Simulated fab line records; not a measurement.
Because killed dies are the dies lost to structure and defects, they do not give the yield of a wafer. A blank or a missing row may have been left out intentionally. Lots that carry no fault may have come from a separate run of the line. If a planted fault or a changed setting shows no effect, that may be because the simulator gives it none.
Lot-split experiment :: flow n5-finfet :: on a route of 1938 steps: 7 lots, 21 wafers read

## ON THE SPLIT
At N5_BEOL_M13_COAT_04 (resist thk 400 nm), the setting spin-rpm was moved away from the recipe's 1625 rpm on 9 of the 21 wafers read, by +2.9% to +9.3%. All remaining wafers had this setting at the recipe value.

## FROM THE SPLIT TO THE READING: what the file shows between them, 7 steps
- N5_BEOL_M13_EXPOSE_07: exposes mask V12 (also split here: dose-mj)
- N5_BEOL_M13_PEB_08: peb time 90 s
- N5_BEOL_M13_DEVELOP_09: develop time 45 s
- N5_BEOL_M13_HARDBAKE_14: time 120 s
- N5_BEOL_M13_CD_MEAS_10: target cd 190 nm
- N5_BEOL_M13_DESCUM_15: chemistry O2, time 7.9 s
- N5_BEOL_M13_ETCH_59: etches BARC in N2/H2, target depth 89 nm, overetch 26.7 nm, time 67.9 s

## THE READING
coat_of_BEOL_M13_COAT_04.thk-nm (the simulator's own value, which no gauge read), in nm, at N5_BEOL_M13_VIA_ETCH_16 (etches SiOC in C4F8/O2/Ar, target depth 921.7 nm). The file does not state a usual value for it. Average 70.9 nm, standard deviation 3.1 nm, over the 12 wafers here run with the recipe.

wafer: L079.1
tool, chamber at the split: litho-track-02, 0
spin-rpm as run, rpm: 1625
against the recipe: recipe
coat_of_BEOL_M13_COAT_04.thk-nm, nm: 74
against lot-mates on the recipe: -

wafer: L079.2
tool, chamber at the split: litho-track-02, 0
spin-rpm as run, rpm: 1764
against the recipe: +8.6%
coat_of_BEOL_M13_COAT_04.thk-nm, nm: 50.8
against lot-mates on the recipe: -23.2

wafer: L079.3
tool, chamber at the split: litho-track-02, 0
spin-rpm as run, rpm: 1764
against the recipe: +8.6%
coat_of_BEOL_M13_COAT_04.thk-nm, nm: 55.8
against lot-mates on the recipe: -18.2

wafer: L080.3
tool, chamber at the split: litho-track-02, 0
spin-rpm as run, rpm: 1711
against the recipe: +5.3%
coat_of_BEOL_M13_COAT_04.thk-nm, nm: 58.8
against lot-mates on the recipe: -6.0

wafer: L080.4
tool, chamber at the split: litho-track-02, 0
spin-rpm as run, rpm: 1711
against the recipe: +5.3%
coat_of_BEOL_M13_COAT_04.thk-nm, nm: 52.6
against lot-mates on the recipe: -12.2

wafer: L080.6
tool, chamber at the split: litho-track-02, 0
spin-rpm as run, rpm: 1625
against the recipe: recipe
coat_of_BEOL_M13_COAT_04.thk-nm, nm: 64.8
against lot-mates on the recipe: -

wafer: L081.1
tool, chamber at the split: litho-track-05, 0
spin-rpm as run, rpm: 1771
against the recipe: +9.0%
coat_of_BEOL_M13_COAT_04.thk-nm, nm: 54.4
against lot-mates on the recipe: -12.6

wafer: L081.4
tool, chamber at the split: litho-track-05, 0
spin-rpm as run, rpm: 1625
against the recipe: recipe
coat_of_BEOL_M13_COAT_04.thk-nm, nm: 67
against lot-mates on the recipe: -

wafer: L081.6
tool, chamber at the split: litho-track-05, 0
spin-rpm as run, rpm: 1771
against the recipe: +9.0%
coat_of_BEOL_M13_COAT_04.thk-nm, nm: 50.4
against lot-mates on the recipe: -16.6

wafer: L082.2
tool, chamber at the split: litho-track-05, 0
spin-rpm as run, rpm: 1625
against the recipe: recipe
coat_of_BEOL_M13_COAT_04.thk-nm, nm: 73.2
against lot-mates on the recipe: -

wafer: L082.3
tool, chamber at the split: litho-track-05, 0
spin-rpm as run, rpm: 1625
against the recipe: recipe
coat_of_BEOL_M13_COAT_04.thk-nm, nm: 74.4
against lot-mates on the recipe: -

wafer: L082.4
tool, chamber at the split: litho-track-05, 0
spin-rpm as run, rpm: 1625
against the recipe: recipe
coat_of_BEOL_M13_COAT_04.thk-nm, nm: 70.4
against lot-mates on the recipe: -

wafer: L088.3
tool, chamber at the split: litho-track-05, 0
spin-rpm as run, rpm: 1625
against the recipe: recipe
coat_of_BEOL_M13_COAT_04.thk-nm, nm: 73.4
against lot-mates on the recipe: -

wafer: L088.4
tool, chamber at the split: litho-track-05, 0
spin-rpm as run, rpm: 1776
against the recipe: +9.3%
coat_of_BEOL_M13_COAT_04.thk-nm, nm: 54.4
against lot-mates on the recipe: -19.0

wafer: L088.6
tool, chamber at the split: litho-track-05, 0
spin-rpm as run, rpm: 1776
against the recipe: +9.3%
coat_of_BEOL_M13_COAT_04.thk-nm, nm: 49.8
against lot-mates on the recipe: -23.6

wafer: L097.4
tool, chamber at the split: litho-track-05, 0
spin-rpm as run, rpm: 1625
against the recipe: recipe
coat_of_BEOL_M13_COAT_04.thk-nm, nm: 73.4
against lot-mates on the recipe: -

wafer: L097.5
tool, chamber at the split: litho-track-05, 0
spin-rpm as run, rpm: 1672
against the recipe: +2.9%
coat_of_BEOL_M13_COAT_04.thk-nm, nm: 63
against lot-mates on the recipe: -7.6

wafer: L097.6
tool, chamber at the split: litho-track-05, 0
spin-rpm as run, rpm: 1625
against the recipe: recipe
coat_of_BEOL_M13_COAT_04.thk-nm, nm: 67.8
against lot-mates on the recipe: -

wafer: L096.1
tool, chamber at the split: litho-track-05, 0
spin-rpm as run, rpm: 1625
against the recipe: recipe
coat_of_BEOL_M13_COAT_04.thk-nm, nm: 73.6
against lot-mates on the recipe: -

wafer: L096.5
tool, chamber at the split: litho-track-05, 0
spin-rpm as run, rpm: 1625
against the recipe: recipe
coat_of_BEOL_M13_COAT_04.thk-nm, nm: 70.2
against lot-mates on the recipe: -

wafer: L096.6
tool, chamber at the split: litho-track-05, 0
spin-rpm as run, rpm: 1625
against the recipe: recipe
coat_of_BEOL_M13_COAT_04.thk-nm, nm: 69
against lot-mates on the recipe: -

THE FIT
A straight line over all 21 wafers: coat_of_BEOL_M13_COAT_04.thk-nm changes by -2.1 nm for each +1% of spin-rpm; r = -0.94; the points scatter about the line by 3.2 nm.
The same after taking each lot's own level away (the mean of its wafers on the recipe; 21 wafers): -2.08 nm for each +1%; r = -0.95; scatter 2.8 nm.
Per that fit: largest spin-rpm move, reading shift of 19 nm.
The lots' own levels span 64.80 to 74.00 nm, that is 3.0 times the standard deviation above.
The two slopes agree, so the slope changes little with the lot-to-lot level.
Check: -19.3 nm against its lot-mates is what the line predicts for one of the wafers moved furthest among these (+9.3%) when that wafer is left out of the fit. Against them it came out at -19 nm.

## FURTHER SPLITS ON THESE WAFERS
These wafers also went through other splits before the reading. Each is held against what the fit with the lots' levels taken away leaves over:
other split on the same wafers: N5_BEOL_M11_EXPOSE_08 dose-mj
wafers away from the commonest value: 9
r with coat_of_BEOL_M13_COAT_04.thk-nm (lot level and that fit taken away): +0.38

other split on the same wafers: N5_BEOL_M13_EXPOSE_07 dose-mj
wafers away from the commonest value: 7
r with coat_of_BEOL_M13_COAT_04.thk-nm (lot level and that fit taken away): +0.10

## THE WHOLE CHAIN: every reading that the file lists as answering this split, in the file's order
step: N5_BEOL_M13_COAT_04
what it does: resist thk 400 nm
reading: coat_of_BEOL_M13_COAT_04.thk-nm (the simulator's own value, which no gauge read)
change (the file's fit): -1.92 nm for each +1% of the setting
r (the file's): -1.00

step: N5_BEOL_M13_VIA_ETCH_16
what it does: etches SiOC in C4F8/O2/Ar, target depth 921.7 nm
reading: coat_of_BEOL_M13_COAT_04.thk-nm (the simulator's own value, which no gauge read)
change (the file's fit): -2.08 nm for each +1% of the setting
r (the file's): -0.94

step: N5_BEOL_M13_STRIP_63
what it does: strips in N2/H2
reading: strip-time-to-endpoint-s
change (the file's fit): withheld for each +1% of the setting
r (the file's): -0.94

## THE FILE'S OWN FIT
coat_of_BEOL_M13_COAT_04.thk-nm changes by -2.08 nm for each +1% of spin-rpm, r = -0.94.
